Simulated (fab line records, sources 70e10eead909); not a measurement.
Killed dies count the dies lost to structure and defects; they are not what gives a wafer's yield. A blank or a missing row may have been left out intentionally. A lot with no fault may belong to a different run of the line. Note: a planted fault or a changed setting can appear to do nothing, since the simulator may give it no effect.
Matching of chambers + flow nand harc + NHARC_A_STAIRCASE_DESCUM_312 on rie diel-13: 4 sister chambers
The step chemistry O2, time 3 s. 8 wafers are shown with their chamber, then 12 later ones without.

== WAFERS, EACH WITH ITS CHAMBER ==
| wafer  | chamber | drypump motor current A (A) | showerhead plenum p Torr (Torr) |
|--------|---------|-----------------------------|---------------------------------|
| L077.6 | 3       | 5.8                         | 1.94                            |
| L084.5 | 1       | 6.7                         | 1.79                            |
| L086.1 | 1       | 6.6                         | 1.78                            |
| L086.4 | 3       | 5.8                         | 1.93                            |
| L086.5 | 0       | 5.1                         | 1.89                            |
| L088.1 | 0       | 5.1                         | 1.89                            |
| L088.4 | 2       | 6.0                         | 2.06                            |
| L088.5 | 2       | 6.0                         | 2.06                            |

== WAFERS MISSING THEIR CHAMBER ==
| wafer  | drypump motor current A (A) | showerhead plenum p Torr (Torr) |
|--------|-----------------------------|---------------------------------|
| L090.1 | 6.0                         | 2.06                            |
| L090.2 | 5.1                         | 1.89                            |
| L090.3 | 6.7                         | 1.78                            |
| L095.1 | 6.6                         | 1.78                            |
| L095.3 | 5.1                         | 1.88                            |
| L095.4 | 6.0                         | 2.05                            |
| L094.1 | 6.0                         | 2.05                            |
| L094.3 | 5.8                         | 1.92                            |
| L094.4 | 6.7                         | 1.78                            |
| L097.1 | 6.7                         | 1.77                            |
| L097.2 | 5.0                         | 1.88                            |
| L097.5 | 6.7                         | 1.77                            |

== EACH ONE'S CHAMBER ==
| wafer  | from the rows above | in truth |
|--------|---------------------|----------|
| L090.1 | 2                   | 2        |
| L090.2 | 0                   | 0        |
| L090.3 | 1                   | 1        |
| L095.1 | 1                   | 1        |
| L095.3 | 0                   | 0        |
| L095.4 | 2                   | 2        |
| L094.1 | 2                   | 2        |
| L094.3 | 3                   | 3        |
| L094.4 | 1                   | 1        |
| L097.1 | 1                   | 1        |
| L097.2 | 0                   | 0        |
| L097.5 | 1                   | 1        |
Correctly placed: 12 of 12. Can't be placed from these rows: 0. Number placed wrongly: 0.
How it was worked out, from the rows above alone: a wafer's distance from a chamber is the root of the sum, over the readings, of the square of ((its reading less the chamber's mean) divided by the reading's scatter). The wafer belongs to the nearest chamber; if the next one is less than 2 further off, it can't be placed. For every chamber, the mean is computed from those of its wafers that are shown. The scatter: the root of (the sum of the squares of (reading less its chamber's mean) over the shown wafers, divided by (wafers less chambers)).
